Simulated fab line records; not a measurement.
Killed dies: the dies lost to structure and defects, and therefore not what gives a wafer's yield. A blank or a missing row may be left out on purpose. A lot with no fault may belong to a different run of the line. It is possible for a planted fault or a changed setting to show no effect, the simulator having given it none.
Matching of chambers / flow n5_finfet / 4 sister chambers for N5_BEOL_M8_STRIP_19 on rie_diel-02
The step strips in O2. 14 wafers are shown with their chamber, then 7 later ones without.

## WAFERS WITH THEIR CHAMBER
wafer=L261.3; chamber=3; showerhead_plenum_p_Torr (Torr)=2.12; drypump_motor_current_A (A)=5.4; throttle_valve_pct (%)=16.50
wafer=L261.4; chamber=1; showerhead_plenum_p_Torr (Torr)=2.15; drypump_motor_current_A (A)=5.0; throttle_valve_pct (%)=16.46
wafer=L261.6; chamber=2; showerhead_plenum_p_Torr (Torr)=2.15; drypump_motor_current_A (A)=5.9; throttle_valve_pct (%)=16.81
wafer=L262.2; chamber=2; showerhead_plenum_p_Torr (Torr)=2.15; drypump_motor_current_A (A)=5.9; throttle_valve_pct (%)=16.83
wafer=L262.4; chamber=3; showerhead_plenum_p_Torr (Torr)=2.12; drypump_motor_current_A (A)=5.4; throttle_valve_pct (%)=16.53
wafer=L262.5; chamber=1; showerhead_plenum_p_Torr (Torr)=2.15; drypump_motor_current_A (A)=5.0; throttle_valve_pct (%)=16.47
wafer=L263.3; chamber=2; showerhead_plenum_p_Torr (Torr)=2.15; drypump_motor_current_A (A)=5.9; throttle_valve_pct (%)=16.82
wafer=L263.4; chamber=3; showerhead_plenum_p_Torr (Torr)=2.12; drypump_motor_current_A (A)=5.4; throttle_valve_pct (%)=16.53
wafer=L263.6; chamber=3; showerhead_plenum_p_Torr (Torr)=2.12; drypump_motor_current_A (A)=5.4; throttle_valve_pct (%)=16.53
wafer=L270.1; chamber=3; showerhead_plenum_p_Torr (Torr)=2.12; drypump_motor_current_A (A)=5.4; throttle_valve_pct (%)=16.56
wafer=L270.2; chamber=1; showerhead_plenum_p_Torr (Torr)=2.14; drypump_motor_current_A (A)=5.0; throttle_valve_pct (%)=16.50
wafer=L270.4; chamber=2; showerhead_plenum_p_Torr (Torr)=2.14; drypump_motor_current_A (A)=5.9; throttle_valve_pct (%)=16.86
wafer=L268.1; chamber=0; showerhead_plenum_p_Torr (Torr)=1.98; drypump_motor_current_A (A)=5.6; throttle_valve_pct (%)=16.77
wafer=L268.5; chamber=0; showerhead_plenum_p_Torr (Torr)=1.98; drypump_motor_current_A (A)=5.7; throttle_valve_pct (%)=16.78

SIGNATURES (means of the wafers above)
reading=showerhead_plenum_p_Torr; chamber 0=1.9800; chamber 1=2.1467; chamber 2=2.1475; chamber 3=2.1200; scatter within a chamber=0.00376
reading=drypump_motor_current_A; chamber 0=5.650; chamber 1=5.000; chamber 2=5.900; chamber 3=5.400; scatter within a chamber=0.0224
reading=throttle_valve_pct; chamber 0=16.7750; chamber 1=16.4767; chamber 2=16.8300; chamber 3=16.5300; scatter within a chamber=0.0203
Rule: for a wafer and a chamber, the distance is found by dividing, reading by reading, the gap between the wafer's reading and the chamber's mean by the reading's scatter, squaring, summing and taking the root. The wafer belongs to the nearest chamber; if the next one is less than 2 further off, it can't be placed. The scatter is the square root of a quotient: the sum, over the shown wafers, of each reading's squared deviation from its chamber's mean, divided by wafers minus chambers.

## WAFERS WITHOUT THEIR CHAMBER
wafer=L268.6; showerhead_plenum_p_Torr (Torr)=2.12; drypump_motor_current_A (A)=5.4; throttle_valve_pct (%)=16.58
wafer=L276.2; showerhead_plenum_p_Torr (Torr)=2.11; drypump_motor_current_A (A)=5.4; throttle_valve_pct (%)=16.60
wafer=L276.5; showerhead_plenum_p_Torr (Torr)=2.14; drypump_motor_current_A (A)=5.0; throttle_valve_pct (%)=16.52
wafer=L276.6; showerhead_plenum_p_Torr (Torr)=1.97; drypump_motor_current_A (A)=5.7; throttle_valve_pct (%)=16.79
wafer=L277.1; showerhead_plenum_p_Torr (Torr)=2.13; drypump_motor_current_A (A)=5.0; throttle_valve_pct (%)=16.51
wafer=L277.2; showerhead_plenum_p_Torr (Torr)=2.14; drypump_motor_current_A (A)=5.9; throttle_valve_pct (%)=16.88
wafer=L277.3; showerhead_plenum_p_Torr (Torr)=1.97; drypump_motor_current_A (A)=5.7; throttle_valve_pct (%)=16.80

## CHAMBER TAKEN BY EACH
wafer=L268.6; from the rows above=3; in truth=3
wafer=L276.2; from the rows above=3; in truth=3
wafer=L276.5; from the rows above=1; in truth=1
wafer=L276.6; from the rows above=0; in truth=0
wafer=L277.1; from the rows above=1; in truth=1
wafer=L277.2; from the rows above=2; in truth=2
wafer=L277.3; from the rows above=0; in truth=0
7 of 7 placed correctly. Can't be placed from these rows: 0. Placed wrongly: 0.
